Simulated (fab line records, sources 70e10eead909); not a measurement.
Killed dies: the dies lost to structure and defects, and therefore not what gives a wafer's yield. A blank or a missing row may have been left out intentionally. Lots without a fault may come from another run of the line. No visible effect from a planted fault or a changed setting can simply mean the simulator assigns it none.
Struck lot and sound lot, side by side -- flow nand-harc -- 44 out of 1302 route steps
Sound: these wafers, L779.1, L779.2, L779.4. The struck wafers were L783.2, L783.3, L783.5. At the end, the cause is stated.
For every step that has rows: the tool of each side, followed by ch and its chambers, followed by its first start. Under that, the readings that differ: sound wafers -- struck wafers -- difference of the means -- sigmas: that difference in standard deviations of wafers without a fault.
alike: readings with means less than 2 such deviations apart, plus words and numbers identical on both sides. not compared: withheld readings, readings lacking a value on some wafer, bounds such as >300 that could conceal the same value, and numbers that have no deviation in the record and whose values overlap.
The two part at a step that has a row with sigmas, a row that says differs or no value, or rows on one side only. Numbers that don't overlap but have no deviation are shown without sigmas and don't part them. A reading missing from all wafers of one side parts the sides only when that side holds two or more wafers.

first, 9 steps without rows for these wafers: NHARC_P_GATE_OXIDE_02 (material SiO2, target thk 37.5 nm, ox time 365 s); NHARC_P_GATE_DEHYDRATE_03 (time 120 s); NHARC_P_GATE_HMDS_04 (time 30 s); NHARC_P_GATE_COAT_05; NHARC_P_GATE_SOFTBAKE_06 (time 95 s); NHARC_P_GATE_EBR_07; NHARC_P_GATE_EXPOSE_08 (exposes mask P HV); NHARC_P_GATE_PEB_09 (peb time 85 s); NHARC_P_GATE_DEVELOP_10 (time 70 s).
NHARC_P_GATE_CD_MEAS_11: target cd 1640 nm.
  sound on cd-sem-02 ch 0, day 4 12:41; struck on cd-sem-01 ch 0, day 6 01:47
  alike: cd-nm
then, 1 step without rows for these wafers: NHARC_P_GATE_HARDBAKE_12 (time 80 s).
NHARC_P_GATE_DESCUM_13: chemistry O2, time 3 s.
  sound on rie-diel-08 ch 0,2,3, day 4 12:52; struck on rie-diel-13 ch 0,1,3, day 6 01:57
  alike: drypump-motor-current-A, o2-flow-sccm, oes-product-au, rf-vpp-V, showerhead-plenum-p-Torr, throttle-valve-pct
  not compared: rf-hours-counter-h
NHARC_P_GATE_ETCH_14: etches SiO2 in dHF, target depth 48.8 nm.
  sound on wet-bench-01 ch 5,6,7, day 4 12:59; struck on wet-bench-01 ch 1,3,6, day 6 02:04
then, 6 steps without rows for these wafers: NHARC_P_GATE_STRIP_15 (strips in SPM, time 780 s); NHARC_P_GATE_PRECLEAN_71 (cleans in SC1); NHARC_P_GATE_SRD_72; NHARC_P_GATE_OXIDE_16 (material SiO2, target thk 3 nm, ox time 392 s); NHARC_P_GATE_CVD_17 (deposits poly-Si, target thk 150 nm, time 900 s); NHARC_P_GATE_HM_DEP_102 (deposits aC, target thk 120 nm).
NHARC_P_GATE_DEP_103: deposits SiON, target thk 30 nm.
  sound on pecvd-02 ch 1,2, day 5 02:27; struck on pecvd-03 ch 0,2, day 6 15:27
  alike: heater-power-w
then, 8 steps without rows for these wafers: NHARC_P_GATE_DEHYDRATE_18 (time 120 s); NHARC_P_GATE_HMDS_19 (time 30 s); NHARC_P_GATE_COAT_20 (resist thk 90 nm); NHARC_P_GATE_SOFTBAKE_21 (time 55 s); NHARC_P_GATE_EBR_22; NHARC_P_GATE_EXPOSE_23 (exposes mask P GATE, target cd 120 nm); NHARC_P_GATE_PEB_24 (peb time 65 s); NHARC_P_GATE_DEVELOP_25 (develop time 35 s).
NHARC_P_GATE_CD_MEAS_26: target cd 120 nm.
  sound on cd-sem-03 ch 0, day 5 03:00; struck on cd-sem-02 ch 0, day 6 16:00
  alike: cd-nm
NHARC_P_GATE_OVL_MEAS_27:
  sound on overlay-01, day 5 03:05; struck on overlay-02, day 6 16:05
  alike: overlay-x-nm, overlay-y-nm
NHARC_P_GATE_INSPECT_28:
  sound on defect-inspect-02, day 5 03:08; struck on defect-inspect-02, day 6 16:07
reading,sound,struck,difference,sigmas
raw-defect-count,4 2 6,280 302 299,+290,+93
then, 1 step without rows for these wafers: NHARC_P_GATE_DESCUM_31 (chemistry O2, time 3 s).
NHARC_P_GATE_ETCH_104: etches the open film in CF4/CHF3, target depth 60 nm.
  sound on rie-diel-06 ch 1,2,3, day 5 03:17; struck on rie-diel-13 ch 0,3, day 6 16:16
reading,sound,struck,difference,sigmas
oes-product-au (a.u.),0.972 0.971 0.970,0.918 0.923 0.923,-0.050,-2
  alike: drypump-motor-current-A, rf-vpp-V, showerhead-plenum-p-Torr, throttle-valve-pct
then, 2 steps without rows for these wafers: NHARC_P_GATE_HM_OPEN_105 (chemistry O2/COS, target depth 360 nm); NHARC_P_GATE_STRIP_106 (strips in O2/COS).
NHARC_P_GATE_ETCH_114: etches the open film in CF4/O2, target depth 30 nm, overetch 3 nm, time 16.5 s.
  sound on rie-diel-06 ch 0,1,2; struck on rie-diel-13 ch 0,1
  alike: drypump-motor-current-A, o2-flow-sccm, oes_f_703_au, oes-product-au, rf-vpp-V, showerhead-plenum-p-Torr, throttle-valve-pct
  not compared: rf-hours-counter-h
then, 1 step without rows for these wafers: NHARC_P_GATE_ETCH_32 (etches the open film in HBr/Cl2, target depth 150 nm, time 100.1 s).
NHARC_P_GATE_STRIP_108: strips in O2.
  sound on rie-diel-06 ch 0,1,2, day 5 03:50; struck on rie-diel-08 ch 0,1, day 6 16:50
  alike: drypump-motor-current-A, o2-flow-sccm, oes-product-au, rf-vpp-V, showerhead-plenum-p-Torr, throttle-valve-pct
  not compared: rf-hours-counter-h
NHARC_P_GATE_CD_MEAS_33:
  sound on cd-sem-03, day 5 03:59; struck on cd-sem-01, day 6 17:01
  alike: cd-nm
then, 3 steps without rows for these wafers: NHARC_P_GATE_STRIP_35 (strips in SPM, time 600 s); NHARC_P_GATE_PRECLEAN_73 (cleans in SC1); NHARC_P_GATE_SRD_74.
NHARC_P_GATE_INSPECT_68:
  sound on defect-inspect-02, day 5 21:44; struck on defect-inspect-01, day 7 12:34
reading,sound,struck,difference,sigmas
raw-defect-count,199 285 224,632 780 927,+544,+5
-- the record jumps here: 18 days lie between the struck wafers' starts before and after (it left off in module P_GATE and takes up again in module END, whose first step shown is number 1302 of the route) --
NHARC_END_SORT_01:
  at this point the record logs the struck wafers (prober-02 ch 0, day 25 19:57) and has no rows for the sound ones

## WHERE THEY PART
Last at NHARC_END_SORT_01 as far as this record goes, first at NHARC_P_GATE_INSPECT_28.

WHY: what had been put in by the simulator
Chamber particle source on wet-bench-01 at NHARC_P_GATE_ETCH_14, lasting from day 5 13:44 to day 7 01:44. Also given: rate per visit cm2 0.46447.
